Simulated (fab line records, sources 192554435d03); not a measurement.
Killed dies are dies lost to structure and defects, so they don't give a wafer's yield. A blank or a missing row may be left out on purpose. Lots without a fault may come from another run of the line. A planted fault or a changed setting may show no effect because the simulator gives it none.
fab line records | flow n5_finfet
record lots=9 wafers=27 last_day=18
route steps=1938 shown HKMG_FIN@399 BEOL_M4@1111
lots that met no fault: from a run of the same line without faults
start_h: hours from the record's first day to the start of the lot's first wafer shown | wait_h: hours since the lot's step before | " the same as in the row above | L1.1+2: a row that stands for several wafers | - no value, or no start given | * or withheld: withheld | < > ~ a bound
route shown NAME@n: a module of which the file shows steps, and the number in the route of the first | usual: mean/standard deviation of fault-free wafers | same: alike in all rows | chamber/n: place in a boat | sites: the reading at each site | _std_site: their standard deviation | _edge_site: outer sites' mean less inner sites' | radius_mm: how far each site lies from the wafer's centre | mask NAME#n: copy n | behind: the tool/chamber that last shaped the wafer | hold: why the lot was held/for how many hours/how that ended | device: the transistor (n, p or np) that didn't switch | end of line: the same wafers' tests at the end of the route | a step without rows: its recipe alone | killed: dies lost to structure and defects at the first sort, not the wafer's yield | map: a wafer's dies, x killed, . not, _ none there
set.NAME: the setting as run; set.NAME@STEP: as run at that earlier step | model.NAME: the simulator's own value behind a step, which no gauge read
steps of the route over a sample of lots; a table a step, a row a wafer
services: from which hour (start_h, from the record's first day; less than 0 if before it) a tool's chamber was out of use, for how many hours, and why
## steps
# step N5_HKMG_FIN_OVL_MEAS_50
# recipe points_per_wafer=44
# usual NDIPOLE_OVL=0.3/0.68
# columns lot.wafer tool chamber start_h wait_h NDIPOLE_OVL[nm]
L354.3 overlay-02 0 88.37 0.0 0.4
L354.5 " 0 " " 0.6
L354.6 " 0 " " 0.6
L356.1 overlay-02 0 98.66 0.0 -0.4
L356.3 " 0 " " 0.4
L356.4 " 0 " " -0.1
L357.1 overlay-02 0 105.79 0.0 0.6
L357.3 " 0 " " 0.7
L357.4 " 0 " " 0.8
L368.1 overlay-01 0 171.44 0.0 0.5
L368.3 " 0 " " 0.7
L368.5 " 0 " " 0.7
L369.3 overlay-02 0 172.70 0.0 -1.0
L369.5 " 0 " " -0.1
L369.6 " 0 " " 0.0
L370.2 overlay-02 0 180.50 0.0 0.4
L370.3 " 0 " " -0.8
L370.6 " 0 " " -0.3
L371.2 overlay-01 0 187.51 0.0 -0.7
L371.3 " 0 " " -0.3
L371.5 " 0 " " -0.4
L373.1 overlay-01 0 197.94 0.0 -1.4
L373.4 " 0 " " -0.1
L373.5 " 0 " " -0.2
L375.2 overlay-01 0 211.05 0.0 0.2
L375.3 " 0 " " -1.4
L375.5 " 0 " " 0.2
# step N5_HKMG_FIN_STRIP_90
# recipe chemistry=N2/H2 material=SOC time_s=20 power_w=500 temp_c=40 pressure_mtorr=50 rf_frequency_hz=6e+07 bias_power_w=8 h2_frac=0.5 n2_flow_sccm=300 h2_flow_sccm=300
# usual drypump_motor_current_A=5.7/0.56 n2_flow_sccm=300.1/0.83 oes_product_au=0.76/0.088 rf_vpp_V=54.2/0.9 showerhead_plenum_p_Torr=3.33/0.1 throttle_valve_pct=19.1/0.4
# columns lot.wafer tool chamber start_h wait_h drypump_motor_current_A n2_flow_sccm oes_product_au rf_hours_counter_h rf_vpp_V showerhead_plenum_p_Torr throttle_valve_pct
L354.3 rie_diel-06 3 94.62 0.0 5.5 299.9 0.70 188 54.8 3.24 20.0
L354.5 " 2 " " 6.7 300.0 0.70 - 55.4 3.20 19.1
L354.6 " 1 " " 4.9 299.1 0.79 - 54.1 3.25 18.9
L356.1 rie_diel-01 1 105.04 0.0 5.1 300.2 0.76 134 54.4 3.37 18.8
L356.3 " 3 " " 5.2 299.8 0.68 220 53.4 3.34 19.4
L356.4 " 0 " " 4.9 299.5 0.83 80 52.6 3.27 18.9
L357.1 rie_diel-05 2 112.04 0.0 5.5 299.2 0.66 226 54.2 3.46 19.3
L357.3 " 0 " " 6.1 298.6 0.90 24 53.8 3.29 18.8
L357.4 " 3 " " 6.1 301.6 0.71 184 55.1 3.47 19.2
L368.1 rie_diel-05 0 177.82 0.0 6.1 300.9 0.88 39 55.1 3.29 18.8
L368.3 " 1 " " 5.8 300.3 0.69 239 53.9 3.30 19.1
L368.5 " 2 " " 5.6 299.0 0.66 - 54.3 3.46 19.3
L369.3 rie_diel-06 0 179.59 0.0 5.6 300.3 0.77 166 53.2 3.35 18.8
L369.5 " 0 " " 5.6 300.4 0.76 - 53.1 3.35 18.8
L369.6 " 3 " " 5.5 300.7 0.67 - 53.4 3.22 20.0
L370.2 rie_diel-06 3 186.25 0.0 5.5 301.4 0.68 223 55.0 3.22 20.0
L370.3 " 1 " " 4.9 299.7 0.76 155 53.2 3.23 18.9
L370.6 " 3 " " 5.5 301.9 0.67 - 54.3 3.22 20.0
L371.2 rie_diel-01 2 193.56 0.0 6.4 299.9 0.85 73 55.6 3.39 18.3
L371.3 " 0 " " 4.9 299.0 0.79 114 54.6 3.25 18.9
L371.5 " 1 " " 5.0 300.7 0.75 - 54.3 3.35 18.9
L373.1 rie_diel-06 1 204.71 0.0 4.9 300.3 0.76 163 54.3 3.23 19.0
L373.4 " 0 " " 5.6 299.4 0.76 176 53.1 3.34 18.9
L373.5 " 1 " " 4.9 301.2 0.75 - 54.0 3.23 19.0
L375.2 rie_diel-06 1 217.68 0.0 4.9 299.1 0.76 169 54.5 3.22 19.0
L375.3 " 0 " " 5.6 299.5 0.76 182 55.0 3.34 18.9
L375.5 " 2 " " 6.6 299.3 1.01 - 55.2 3.59 18.8
# step N5_HKMG_FIN_W_FILL_22
# recipe material=W target_thk_a=600 temp_c=400 pressure_torr=39.4 time_s=18.2
# usual heater_power_w=804/73 throttle_valve_pct=19.8/1.3
# columns lot.wafer tool chamber start_h wait_h heater_power_w throttle_valve_pct
L354.3 cvd_w-02 1 95.73 0.0 815 19.4
L354.5 " 1 " " 807 19.6
L354.6 " 0 " " 763 21.9
L356.1 cvd_w-01 0 106.15 0.0 703 18.6
L356.3 " 1 " " 899 19.4
L356.4 " 0 " " 710 18.4
L357.1 cvd_w-02 0 113.15 0.0 771 22.2
L357.3 " 0 " " 789 21.9
L357.4 " 1 " " 833 19.6
L368.1 cvd_w-01 1 178.93 0.0 897 19.4
L368.3 " 0 " " 718 18.7
L368.5 " 1 " " 886 19.7
L369.3 cvd_w-02 1 180.71 0.0 816 19.6
L369.5 " 1 " " 843 20.0
L369.6 " 0 " " 807 22.2
L370.2 cvd_w-01 1 187.36 0.0 912 19.4
L370.3 " 0 " " 720 18.9
L370.6 " 1 " " 908 19.6
L371.2 cvd_w-01 0 194.67 0.0 722 18.6
L371.3 " 0 " " 696 19.0
L371.5 " 1 " " 883 19.5
L373.1 cvd_w-01 0 205.82 0.0 710 18.5
L373.4 " 1 " " 903 19.3
L373.5 " 0 " " 708 18.5
L375.2 cvd_w-01 1 218.79 0.0 897 19.7
L375.3 " 1 " " 923 19.6
L375.5 " 1 " " 905 19.8
# step N5_HKMG_FIN_CMP_23
# recipe stop_on=SiNx t_overpolish_s=10 post_cmp_clean=rinse_only down_force_psi=4 platen_rpm=50.289 pad_velocity_m_s=1.0006 target_thk_nm=46.326
# usual edge_zone_pressure_frac=1.000/0.0051 motor_current_A=12.4/1.4 overpolish_run_s=9.999/0.0094 platen_rpm=50.28/0.039 time_to_endpoint_s=12.6/2.1
# columns lot.wafer tool chamber start_h wait_h edge_zone_pressure_frac motor_current_A overpolish_run_s platen_rpm time_to_endpoint_s
L354.3 cmp-03 1 95.99 0.2 1.003 10.6 9.991 50.33 12.2
L354.6 " 3 " " 0.999 11.0 10.001 50.27 11.7
L354.5 " 0 " " 0.997 14.9 10.007 50.23 17.0
L356.1 cmp-03 1 106.34 0.1 0.999 11.0 10.007 50.27 11.1
L356.4 " 2 " " 1.001 10.8 10.005 50.25 16.2
L356.3 " 3 " " 0.988 10.7 9.988 50.23 9.3
L357.1 cmp-04 1 113.26 0.0 0.989 12.4 9.992 50.23 11.3
L357.3 " 2 " " 1.010 11.0 9.989 50.24 13.2
L357.4 " 0 " " 1.001 14.1 10.010 50.30 11.2
L368.3 cmp-03 1 179.04 0.0 0.999 10.5 9.995 52.31 12.0
L368.1 " 2 " " 1.002 11.1 10.005 50.26 16.0
L368.5 " 1 " " 0.999 10.2 10.013 52.31 12.6
L369.3 cmp-03 0 180.81 0.0 0.999 13.7 10.013 50.26 14.2
L369.5 " 0 " " 1.000 14.0 10.003 50.30 14.6
L369.6 " 1 " " 0.990 10.9 9.987 52.32 11.1
L370.2 cmp-01 0 187.54 0.1 0.996 10.3 9.995 50.21 10.9
L370.3 " 1 " " 1.007 12.5 9.996 50.26 12.6
L370.6 " 3 " " 1.002 13.0 9.994 50.26 8.6
L371.2 cmp-01 2 194.77 0.0 1.003 14.8 10.015 50.33 10.4
L371.3 " 0 " " 1.001 11.3 10.002 50.31 11.6
L371.5 " 3 " " 1.005 12.7 9.984 50.27 8.9
L373.4 cmp-01 0 205.93 0.0 0.996 11.1 9.998 50.25 12.9
L373.1 " 2 " " 1.002 13.9 9.991 50.27 11.4
L373.5 " 0 " " 0.987 11.2 9.990 50.27 12.3
L375.2 cmp-04 0 218.98 0.1 1.001 14.6 10.013 50.23 14.2
L375.3 " 2 " " 1.003 11.4 10.005 50.32 11.6
L375.5 " 0 " " 0.999 14.5 9.984 50.22 11.6
# step N5_BEOL_M4_RC_MEAS_101
# usual DIBL_N=36.0/1.8 DIBL_P=36.3/2.4 IOFF_N=0.16/0.035 IOFF_P=0.21/0.036 ION_N=673/13 ION_P=461/7.2 SS_N=71.4/0.6 SS_P=73.2/0.7 VT_N=250/4 VT_P=-250.9/2.9
# columns lot.wafer tool chamber start_h wait_h DIBL_N[mV/V] DIBL_P[mV/V] IOFF_N[nA/um] IOFF_P[nA/um] ION_N[uA/um] ION_P[uA/um] SS_N[mV/dec] SS_P[mV/dec] VT_N[mV] VT_P[mV]
L354.3 prober-01 0 191.50 0.3 36.3 37.4 0.17 0.21 683 462 71.5 73.8 248 -249.2
L354.5 " 0 " " 35.8 37.5 0.16 0.22 672 468 70.7 72.9 250 -247.8
L354.6 " 0 " " 38.5 40.0 0.23 0.26 702 475 71.8 73.9 245 -246.1
L356.1 prober-02 0 202.87 0.0 33.9 34.9 0.13 0.17 674 461 70.4 73.2 254 -250.4
L356.3 " 0 " " 37.5 37.1 0.19 0.20 668 455 72.0 73.4 248 -251.0
L356.4 " 0 " " 35.4 36.2 0.15 0.19 678 470 71.5 73.2 249 -250.7
L357.1 prober-02 0 218.00 0.0 32.7 32.6 0.10 0.14 643 446 70.0 71.9 259 -257.7
L357.3 " 0 " " 34.2 34.1 0.12 0.16 663 453 71.5 72.7 255 -254.1
L357.4 " 0 " " 35.7 37.3 0.15 0.20 692 471 71.5 73.3 248 -249.6
L368.1 prober-01 0 275.95 0.0 35.5 34.3 0.13 0.18 662 454 70.9 72.9 255 -251.6
L368.3 " 0 " " 32.1 31.1 0.09 0.13 640 441 70.4 72.0 259 -256.4
L368.5 " 0 " " 34.3 32.7 0.11 0.15 664 460 70.6 72.1 256 -255.7
L369.3 prober-02 0 280.20 0.3 35.5 37.7 0.18 0.22 683 467 70.6 73.8 247 -248.6
L369.5 " 0 " " 34.0 35.7 0.14 0.19 682 469 71.1 72.9 251 -251.5
L369.6 " 0 " " 36.1 37.6 0.17 0.23 680 457 71.8 73.7 247 -248.3
L371.2 prober-01 0 281.36 0.2 39.2 40.2 0.21 0.26 685 468 71.6 74.1 246 -249.3
L371.3 " 0 " " 34.6 35.4 0.13 0.18 673 462 71.3 73.0 254 -252.8
L371.5 " 0 " " 35.4 35.4 0.13 0.19 662 455 71.5 73.3 254 -252.0
L370.2 prober-01 0 286.77 0.2 37.1 38.5 0.16 0.23 678 465 71.7 73.3 251 -248.7
L370.3 " 0 " " 35.1 35.2 0.12 0.20 664 463 71.3 72.1 257 -251.2
L370.6 " 0 " " 37.7 38.7 0.17 0.24 680 470 71.9 73.4 250 -249.4
L373.1 prober-01 0 316.37 0.0 36.3 34.9 0.15 0.20 679 465 71.5 73.1 246 -251.2
L373.4 " 0 " " 36.6 36.3 0.15 0.22 671 459 70.9 73.6 249 -251.9
L373.5 " 0 " " 35.2 33.6 0.13 0.17 661 450 71.0 71.9 250 -253.3
L375.2 prober-01 0 318.44 0.2 37.2 37.1 0.16 0.21 673 457 71.4 73.4 250 -252.4
L375.3 " 0 " " 37.9 36.6 0.16 0.21 681 461 72.1 74.0 250 -252.9
L375.5 " 0 " " 39.3 38.0 0.20 0.25 687 464 72.2 73.7 247 -246.7
## services
# columns tool chamber start_h hours kind
rie_diel-06 0 82.08 7.0 repair
cmp-04 - 89.91 2.3 repair
rie_diel-01 - 90.23 0.2 repair
cmp-01 - 132.22 4.6 pm
rie_diel-05 - 147.49 16.3 repair
rie_diel-01 1 164.18 2.6 repair
cvd_w-01 0 166.57 1.7 repair
cvd_w-01 - 168.79 6.0 pm
cmp-01 - 178.17 4.0 pm
rie_diel-01 3 181.79 - clean
rie_diel-01 3 181.79 - consumable_replace:focus_ring
rie_diel-01 3 181.79 19.2 scheduled_down
rie_diel-01 3 181.79 19.2 vent_cycle
cmp-01 - 182.17 - consumable_replace:conditioner
cmp-01 - 182.17 - consumable_replace:pad
cmp-01 - 183.39 0.2 repair
rie_diel-06 2 186.97 - clean
rie_diel-06 2 186.97 - consumable_replace:focus_ring
rie_diel-06 2 186.97 - consumable_replace:showerhead
rie_diel-06 2 186.97 13.7 scheduled_down
rie_diel-06 2 186.97 13.7 vent_cycle
rie_diel-05 2 197.50 - clean
rie_diel-05 2 197.50 - consumable_replace:focus_ring
cvd_w-02 - 212.78 0.9 repair
## key
first_sign step=N5_HKMG_FIN_CMP_23 reading=platen_rpm direction=up sigmas=52 usual=50.28 struck=52.31
effect none on later readings
met_at N5_HKMG_FIN_CMP_23
struck_lots L368,L369
struck_wafers L368.3,L368.5,L369.6
not_acting_at N5_HKMG_FIN_OVL_MEAS_50,N5_HKMG_FIN_STRIP_90,N5_HKMG_FIN_W_FILL_22
onset_between 106.34 179.04
fault kind=process_parameter_drift tool=cmp-03 chamber=1 onset_h=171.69 steps=N5_HKMG_FIN_CMP_23 channel=platen_rpm offset=2.0116 shape=step end_h=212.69 acts_in=these_recipes_only stated=50.289
